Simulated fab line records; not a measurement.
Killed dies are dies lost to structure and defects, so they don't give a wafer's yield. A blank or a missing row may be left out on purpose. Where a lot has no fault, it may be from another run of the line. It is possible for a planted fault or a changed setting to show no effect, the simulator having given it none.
Matching of chambers    flow n5 finfet    rie diel-03 running N5_BEOL_M2_STRIP_36: 4 sister chambers
The step strips in N2/H2. 4 wafers are shown with their chamber, then 7 later ones without.

## EACH WAFER AND ITS CHAMBER
wafer   chamber  showerhead plenum p Torr (Torr)
L083.6  0        2.41
L087.6  1        2.48
L090.1  2        2.51
L090.5  3        2.55

## WAFERS WITH NO CHAMBER GIVEN
wafer   showerhead plenum p Torr (Torr)
L090.6  2.51
L091.1  2.51
L091.5  2.72
L091.6  2.51
L093.2  2.72
L093.4  2.55
L093.5  2.47

## WHICH CHAMBER EACH WENT THROUGH
wafer   from the rows above                in truth
L090.6  can't be placed: 2 or 1 or 3 or 0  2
L091.1  can't be placed: 2 or 1 or 3 or 0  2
L091.5  can't be placed: 3 or 2 or 1 or 0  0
L091.6  can't be placed: 2 or 1 or 3 or 0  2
L093.2  can't be placed: 3 or 2 or 1 or 0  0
L093.4  can't be placed: 3 or 2 or 1 or 0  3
L093.5  can't be placed: 1 or 2 or 0 or 3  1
0 of 7 placed correctly. From these rows, 7 cannot be placed; in 7 the true chamber is one of the candidates. 0 placed wrongly.
How it was worked out, from the rows above alone: a wafer's distance from a chamber is the root of the sum, over the readings, of the square of ((its reading less the chamber's mean) divided by the reading's scatter). If the next closest chamber is less than 2 further off than the closest, the wafer can't be placed; otherwise it belongs to the closest. Each chamber's mean is taken over the wafers shown for it. The scatter: with one shown wafer a chamber, the root of the mean of the squares of how far each hidden wafer lies from its nearest shown one.
